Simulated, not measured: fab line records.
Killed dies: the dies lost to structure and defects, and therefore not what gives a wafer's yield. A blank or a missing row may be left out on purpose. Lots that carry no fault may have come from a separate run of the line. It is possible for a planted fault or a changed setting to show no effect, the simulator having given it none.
Matching of chambers ; flow nandHarc ; pecvd-02 running NHARC_A_BONDPAD_DEP_00: 3 sister chambers
The step deposits SiCN, target thk 250 nm. 3 wafers are shown with their chamber, then 7 later ones without.

== WAFERS PAIRED WITH THEIR CHAMBERS ==
wafer;chamber;rfFwdPowerW (W)
L087.5;2;448.3
L088.1;0;447.8
L088.4;1;451.1

== WAFERS WITHOUT THEIR CHAMBER ==
wafer;rfFwdPowerW (W)
L088.5;448.3
L092.1;447.8
L092.3;448.9
L092.6;449.4
L095.2;448.7
L095.3;449.6
L095.5;449.8

== CHAMBER TAKEN BY EACH ==
wafer;from the rows above;in truth
L088.5;can't be placed: 2 or 0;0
L092.1;can't be placed: 0 or 2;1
L092.3;can't be placed: 2 or 0 or 1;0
L092.6;can't be placed: 2 or 0 or 1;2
L095.2;can't be placed: 2 or 0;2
L095.3;can't be placed: 2 or 1 or 0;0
L095.5;can't be placed: 1 or 2 or 0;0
Placed correctly: 0 of 7. These rows do not allow placing 7 (true chamber among the candidates in 6). Wrongly placed: 0.
How it was worked out, from the rows above alone: a wafer's distance from a chamber is the root of the sum, over the readings, of the square of ((its reading less the chamber's mean) divided by the reading's scatter). The wafer belongs to the nearest chamber; if the next one is less than 2 further off, it can't be placed. For every chamber, the mean is computed from those of its wafers that are shown. The scatter: with one shown wafer a chamber, the root of the mean of the squares of how far each hidden wafer lies from its nearest shown one.
